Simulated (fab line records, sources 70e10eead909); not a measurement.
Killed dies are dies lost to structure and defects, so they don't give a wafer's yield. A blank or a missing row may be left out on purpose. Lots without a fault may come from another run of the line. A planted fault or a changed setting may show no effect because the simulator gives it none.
A struck lot beside a sound one | flow nand_harc | 15 steps out of a route of 1302
Sound: wafers L682.1, L682.4, L682.5. Struck: wafer L692.5. (L692.2, L692.6 of the same lot were not struck and are left out.) The cause comes at the end.
At each step with rows: each side's tool, then ch and its chambers, then its first start. Under that, the readings that differ: sound wafers | struck wafers | difference of the means | sigmas: that difference in standard deviations of wafers without a fault.
alike: readings whose means differ by less than 2 such deviations, and words and numbers that are the same on both sides. not compared: withheld readings, readings that some wafer has no value for, bounds like >300 that may hide the same value, and numbers for which the record gives no deviation and whose values overlap.
The two part at a step that has a row with sigmas, a row that says differs or no value, or rows on one side only. Numbers that don't overlap but have no deviation are shown without sigmas and don't part them. A reading that every wafer of one side lacks parts them only if that side has two wafers or more.

NHARC_P_GATE_STRIP_75: strips in O2.
  sound on plasma_asher-02 ch 0,1, day 6 01:45; struck on plasma_asher-01 ch 0, day 10 04:46
  reading            | sound       | struck | difference | sigmas
  heater_power_w (W) | 356 376 371 | 305    | -63        | -3
  alike: drypump_motor_current_A
  not compared: rf_hours_counter_h
then, 9 steps without rows for these wafers: NHARC_P_GATE_STRIP_50 (strips in SPM, time 900 s); NHARC_P_GATE_DEHYDRATE_51 (time 120 s); NHARC_P_GATE_HMDS_52 (time 30 s); NHARC_P_GATE_COAT_53; NHARC_P_GATE_SOFTBAKE_54 (time 95 s); NHARC_P_GATE_EBR_55; NHARC_P_GATE_EXPOSE_56 (exposes mask P PSD, target cd 720 nm); NHARC_P_GATE_PEB_57 (peb time 85 s); NHARC_P_GATE_DEVELOP_58 (time 70 s).
NHARC_P_GATE_CD_MEAS_59: target cd 720 nm.
  sound on cd_sem-03 ch 0, day 6 02:44; struck on cd_sem-01 ch 0, day 10 05:33
  alike: cd_nm
then, 1 step without rows for these wafers: NHARC_P_GATE_HARDBAKE_60 (time 80 s).
NHARC_P_GATE_DESCUM_61: chemistry O2, time 3 s.
  sound on rie_diel-12 ch 0,3, day 6 02:55; struck on rie_diel-12 ch 0, day 10 05:43
  reading                        | sound                | struck | difference | sigmas
  chamber_pressure_mTorr (mTorr) | 60.01 60.04 59.94    | 59.85  | -0.15      | -3
  run_length_s (s)               | 23.3 24.2 23.9       | 21.7   | -2.1       | -7
  throttle_valve_pct (%)         | 11.295 11.309 11.318 | 11.327 | +0.020     | +2
  alike: drypump_motor_current_A, o2_flow_sccm, oes_product_au, rf_vpp_V, showerhead_plenum_p_Torr
  not compared: rf_hours_counter_h
then, 2 steps without rows for these wafers: NHARC_P_GATE_IMPLANT_62; NHARC_END_SORT_01.

WHERE THEY PART
First at NHARC_P_GATE_STRIP_75; last, within this record, at NHARC_P_GATE_DESCUM_61.

WHY: what the simulator had put in
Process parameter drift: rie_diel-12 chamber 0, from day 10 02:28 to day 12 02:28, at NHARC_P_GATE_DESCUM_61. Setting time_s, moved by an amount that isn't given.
